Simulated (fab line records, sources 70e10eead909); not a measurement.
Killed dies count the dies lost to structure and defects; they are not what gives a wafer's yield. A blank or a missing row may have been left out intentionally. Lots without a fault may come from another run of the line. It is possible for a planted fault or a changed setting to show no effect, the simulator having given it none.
fab line records ; flow nand-harc ; part 2 of 2: steps 23 to 29 of 29
[record] lots = 5; wafers = 15; last-day = 29
route steps=1302 shown A_CONTACT@991
lots that met no fault: taken from a fault-free run of the same line
start-h: the number of hours between the record's first day and the start of the first shown wafer of the lot ; wait-h: hours from the lot's prior step to this one ; " identical to the entry in the row above ; L1.1+2: several wafers, shown together as one row ; - no value, or no start given ; * or withheld: withheld ; < > ~ a bound
route shown NAME@n: a module of which the file shows steps, and the number in the route of the first ; usual: the fault-free wafers' mean and standard deviation ; same: alike in all rows ; chamber/n: place in a boat ; sites: per-site readings ; _std_site: standard deviation of those values ; _edge_site: the outer-site mean with the inner-site mean subtracted ; radius-mm: how far each site lies from the wafer's centre ; mask NAME#n: copy n ; behind: tool/chamber where the wafer was last shaped ; hold: reason for holding the lot/hours on hold/outcome of the hold ; device: which transistor (n, p or np) failed to switch ; end of line: the tests these same wafers got at the end of their route ; a step given without rows: its recipe and nothing more ; killed: count of dies lost to structure and defects at first sort (not the wafer's yield) ; map: a wafer's dies, x killed, . not, _ none there
set.NAME: the setting the step ran with; set.NAME@STEP: the setting that earlier step ran with ; model.NAME: the simulator's own value behind a step, which no gauge read
a table for each step, a row for each wafer; lots at some steps of the route
services: from which hour (start-h, from the record's first day; less than 0 if before it) a tool's chamber was out of use, for how many hours, and why
[[steps]]
[step NHARC_A_CONTACT_ETCH_119]
[recipe] source-w = withheld; pressure-mtorr = 20; bias-v = 3000; time-s = 190; target-depth-a = 18500; ar-flow-sccm = withheld; c4f8-flow-sccm = withheld; o2-flow-sccm = withheld; chemistry = C4F8/O2/Ar
lot.wafer;tool;chamber;start-h;wait-h;rf-hours-counter-h
L075.2;har-cap-etch-01;1;495.22;0.1;135
L075.5;har-cap-etch-01;0;495.22;0.1;-
L075.6;har-cap-etch-01;1;495.22;0.1;-
L079.2;har-cap-etch-02;1;554.19;0.1;94
L079.3;har-cap-etch-02;1;554.19;0.1;-
L079.5;har-cap-etch-02;0;554.19;0.1;-
L084.2;har-cap-etch-03;0;591.42;0.1;56
L084.1;har-cap-etch-03;1;591.42;0.1;56
L084.5;har-cap-etch-03;0;591.42;0.1;-
L089.1;har-cap-etch-02;1;621.64;0.2;106
L089.6;har-cap-etch-02;0;621.64;0.2;-
L089.5;har-cap-etch-02;1;621.64;0.2;-
L087.1;har-cap-etch-03;0;622.51;0.1;64
L087.4;har-cap-etch-03;1;622.51;0.1;-
L087.3;har-cap-etch-03;0;622.51;0.1;-
[step NHARC_A_CONTACT_ETCH_120]
[recipe] source-w = withheld; pressure-mtorr = 20; bias-v = 3000; time-s = 190; target-depth-a = 18500; ar-flow-sccm = withheld; c4f8-flow-sccm = withheld; o2-flow-sccm = withheld; chemistry = C4F8/O2/Ar
lot.wafer;tool;chamber;start-h;wait-h;rf-hours-counter-h
L075.2;har-cap-etch-01;1;495.39;0.1;135
L075.5;har-cap-etch-01;0;495.39;0.1;-
L075.6;har-cap-etch-01;1;495.39;0.1;-
L079.2;har-cap-etch-02;1;554.36;0.1;94
L079.3;har-cap-etch-02;1;554.36;0.1;-
L079.5;har-cap-etch-02;0;554.36;0.1;-
L084.2;har-cap-etch-03;0;591.59;0.1;56
L084.1;har-cap-etch-03;1;591.59;0.1;56
L084.5;har-cap-etch-03;0;591.59;0.1;-
L089.1;har-cap-etch-02;1;621.87;0.2;106
L089.6;har-cap-etch-02;0;621.87;0.2;-
L089.5;har-cap-etch-02;1;621.87;0.2;-
L087.1;har-cap-etch-03;0;622.68;0.1;64
L087.4;har-cap-etch-03;1;622.68;0.1;-
L087.3;har-cap-etch-03;0;622.68;0.1;-
[step NHARC_A_CONTACT_ETCH_121]
[recipe] source-w = withheld; pressure-mtorr = 20; bias-v = 3000; time-s = 190; target-depth-a = 18500; ar-flow-sccm = withheld; c4f8-flow-sccm = withheld; o2-flow-sccm = withheld; chemistry = C4F8/O2/Ar
lot.wafer;tool;chamber;start-h;wait-h;rf-hours-counter-h
L075.2;har-cap-etch-01;1;495.56;0.1;135
L075.5;har-cap-etch-01;0;495.56;0.1;-
L075.6;har-cap-etch-01;1;495.56;0.1;-
L079.2;har-cap-etch-02;1;554.53;0.1;94
L079.3;har-cap-etch-02;1;554.53;0.1;-
L079.5;har-cap-etch-02;0;554.53;0.1;-
L084.2;har-cap-etch-03;0;591.76;0.1;56
L084.1;har-cap-etch-03;1;591.76;0.1;56
L084.5;har-cap-etch-03;0;591.76;0.1;-
L089.1;har-cap-etch-02;1;622.09;0.2;106
L089.6;har-cap-etch-02;0;622.09;0.2;-
L089.5;har-cap-etch-02;1;622.09;0.2;-
L087.1;har-cap-etch-03;0;622.85;0.1;65
L087.4;har-cap-etch-03;1;622.85;0.1;-
L087.3;har-cap-etch-03;0;622.85;0.1;-
[step NHARC_A_CONTACT_ETCH_122]
[recipe] source-w = withheld; pressure-mtorr = 20; bias-v = 3000; time-s = 190; target-depth-a = 18500; ar-flow-sccm = withheld; c4f8-flow-sccm = withheld; o2-flow-sccm = withheld; chemistry = C4F8/O2/Ar
lot.wafer;tool;chamber;start-h;wait-h;rf-hours-counter-h
L075.2;har-cap-etch-01;1;495.73;0.1;135
L075.5;har-cap-etch-01;0;495.73;0.1;-
L075.6;har-cap-etch-01;1;495.73;0.1;-
L079.2;har-cap-etch-02;1;554.70;0.1;94
L079.3;har-cap-etch-02;1;554.70;0.1;-
L079.5;har-cap-etch-02;0;554.70;0.1;-
L084.2;har-cap-etch-03;0;591.94;0.1;57
L084.1;har-cap-etch-03;1;591.94;0.1;57
L084.5;har-cap-etch-03;0;591.94;0.1;-
L089.1;har-cap-etch-02;1;622.32;0.2;106
L089.6;har-cap-etch-02;0;622.32;0.2;-
L089.5;har-cap-etch-02;1;622.32;0.2;-
L087.1;har-cap-etch-03;0;623.02;0.1;65
L087.4;har-cap-etch-03;1;623.02;0.1;-
L087.3;har-cap-etch-03;0;623.02;0.1;-
[step NHARC_A_CONTACT_ETCH_123]
[recipe] source-w = withheld; pressure-mtorr = 20; bias-v = 400; time-s = 490; target-depth-a = 21100; ar-flow-sccm = withheld; c4f8-flow-sccm = 11.5; o2-flow-sccm = 7.2; chemistry = C4F8/O2/Ar
lot.wafer;tool;chamber;start-h;wait-h;rf-hours-counter-h
L075.2;har-cap-etch-01;1;495.96;0.2;135
L075.5;har-cap-etch-01;0;495.96;0.2;-
L075.6;har-cap-etch-01;1;495.96;0.2;-
L079.2;har-cap-etch-02;1;554.87;0.1;94
L079.3;har-cap-etch-02;1;554.87;0.1;-
L079.5;har-cap-etch-02;0;554.87;0.1;-
L084.2;har-cap-etch-03;0;592.10;0.1;57
L084.1;har-cap-etch-03;1;592.10;0.1;57
L084.5;har-cap-etch-03;0;592.10;0.1;-
L089.1;har-cap-etch-02;1;622.62;0.3;106
L089.6;har-cap-etch-02;0;622.62;0.3;-
L089.5;har-cap-etch-02;1;622.62;0.3;-
L087.1;har-cap-etch-03;0;623.25;0.2;65
L087.4;har-cap-etch-03;1;623.25;0.2;-
L087.3;har-cap-etch-03;0;623.25;0.2;-
[step NHARC_A_CONTACT_ETCH_90]
[recipe] target-depth-a = 400; over-etch-frac = 0.5; time-s = 85.7; ion-energy-ev = 120; ch3f-flow-sccm = 50; o2-flow-sccm = 30; ar-flow-sccm = 200; rf-w = 500; bias-w = 100; chemistry = CH3F/O2
[usual] drypump-motor-current-A = 6.10/0.26; oes-product-au = 0.96/0.036; rf-fwd-power-W = 496.6/2.1; rf-vpp-V = 245.1/2.2; showerhead-plenum-p-Torr = 2.51/0.15; throttle-valve-pct = 20.664/0.01
lot.wafer;tool;chamber;start-h;wait-h;drypump-motor-current-A;oes-product-au;rf-fwd-power-W;rf-hours-counter-h;rf-vpp-V;showerhead-plenum-p-Torr;throttle-valve-pct
L075.2;rie-diel-02;3;496.85;0.8;5.61;0.94;500.5;5;242.2;2.29;20.675
L075.6;rie-diel-02;3;496.85;0.8;5.63;0.93;498.4;-;241.1;2.29;20.672
L075.5;rie-diel-02;0;496.85;0.8;6.23;0.93;492.3;-;246.1;2.65;20.657
L079.3;rie-diel-13;0;555.86;0.7;6.46;0.94;501.5;7;242.6;2.32;20.652
L079.2;rie-diel-13;2;555.86;0.7;6.26;0.93;494.4;6;246.3;2.63;20.666
L079.5;rie-diel-13;3;555.86;0.7;6.10;0.93;497.3;-;241.3;2.31;20.675
L084.1;rie-diel-02;2;593.10;0.8;6.33;0.94;494.6;3;244.0;2.55;20.634
L084.2;rie-diel-02;3;593.10;0.8;5.60;0.93;496.2;4;240.1;2.28;20.659
L084.5;rie-diel-02;1;593.10;0.8;6.00;0.92;498.5;-;247.5;2.63;20.669
L089.1;rie-diel-13;2;623.65;0.9;6.25;0.92;494.1;27;246.4;2.63;20.655
L089.5;rie-diel-13;2;623.65;0.9;6.26;0.93;494.8;-;247.2;2.63;20.650
L089.6;rie-diel-13;3;623.65;0.9;6.05;0.92;495.5;-;242.3;2.30;20.669
L087.4;rie-diel-13;2;624.13;0.7;6.25;0.93;496.8;27;247.0;2.63;20.658
L087.3;rie-diel-13;3;624.13;0.7;6.09;0.91;497.0;28;243.3;2.30;20.673
L087.1;rie-diel-13;0;624.13;0.7;6.49;0.93;497.9;31;241.7;2.31;20.670
[step NHARC_A_CONTACT_ETCH_96]
[recipe] target-depth-a = 200; over-etch-frac = 0.5; time-s = 10; ion-energy-ev = 250; c4f6-flow-sccm = 25; o2-flow-sccm = 20; ar-flow-sccm = 500; rf-w = 600; bias-w = 500; chemistry = C4F6/O2
[usual] drypump-motor-current-A = 6.11/0.27; oes-product-au = 0.971/0.027; rf-fwd-power-W = 587/3.2; rf-vpp-V = 548/4.5; showerhead-plenum-p-Torr = 3.99/0.22; throttle-valve-pct = 26.904/0.0087
lot.wafer;tool;chamber;start-h;wait-h;drypump-motor-current-A;oes-product-au;rf-fwd-power-W;rf-hours-counter-h;rf-vpp-V;showerhead-plenum-p-Torr;throttle-valve-pct
L075.2;rie-diel-02;3;-;-;5.58;0.958;591;5;541;3.67;26.900
L075.6;rie-diel-02;3;-;-;5.60;0.959;591;-;542;3.67;26.884
L075.5;rie-diel-02;0;-;-;6.22;0.957;584;-;551;4.21;26.907
L079.2;rie-diel-13;2;-;-;6.27;0.943;584;6;553;4.19;26.901
L079.3;rie-diel-13;0;-;-;6.47;0.954;592;7;542;3.72;26.909
L079.5;rie-diel-13;3;-;-;6.06;0.936;593;-;541;3.70;26.896
L084.2;rie-diel-02;3;-;-;5.62;0.954;593;4;542;3.66;26.904
L084.1;rie-diel-02;2;-;-;6.42;0.983;584;4;550;4.06;26.903
L084.5;rie-diel-02;3;-;-;5.62;0.963;593;-;540;3.66;26.896
L089.1;rie-diel-13;2;-;-;6.30;0.966;585;27;552;4.18;26.911
L089.5;rie-diel-13;0;-;-;6.44;0.954;590;-;543;3.70;26.903
L089.6;rie-diel-13;1;-;-;6.40;0.957;588;-;549;4.03;26.897
L087.1;rie-diel-13;2;-;-;6.27;0.950;585;27;553;4.17;26.919
L087.3;rie-diel-13;3;-;-;6.08;0.958;588;28;541;3.69;26.912
L087.4;rie-diel-13;0;-;-;6.50;0.962;588;31;542;3.70;26.904
[[services]]
tool;chamber;start-h;hours;kind
arfi-scanner-02;-;475.74;3.9;repair
rie-diel-02;0;476.20;-;clean
rie-diel-02;1;476.20;-;clean
rie-diel-02;2;476.20;-;clean
rie-diel-02;3;476.20;-;clean
arfi-scanner-01;-;481.86;3.7;repair
arfi-scanner-02;-;484.00;4.0;pm
arfi-scanner-02;-;489.92;1.4;repair
har-cap-etch-01;-;497.00;17.0;pm
rie-diel-02;0;500.70;-;clean
rie-diel-02;1;500.70;-;clean
rie-diel-02;2;500.70;-;clean
rie-diel-02;3;500.70;-;clean
litho-track-01;-;505.00;7.0;pm
rie-diel-02;3;520.28;9.4;repair
rie-diel-13;-;521.21;9.0;pm
litho-track-06;-;529.00;7.0;pm
arfi-scanner-03;-;540.00;4.0;pm
litho-track-04;-;553.00;7.0;pm
rie-diel-02;-;570.70;9.0;pm
arfi-scanner-01;-;590.40;0.8;repair
arfi-scanner-03;-;595.57;2.7;repair
arfi-scanner-01;-;596.00;4.0;pm
rie-diel-13;-;597.85;0.8;repair
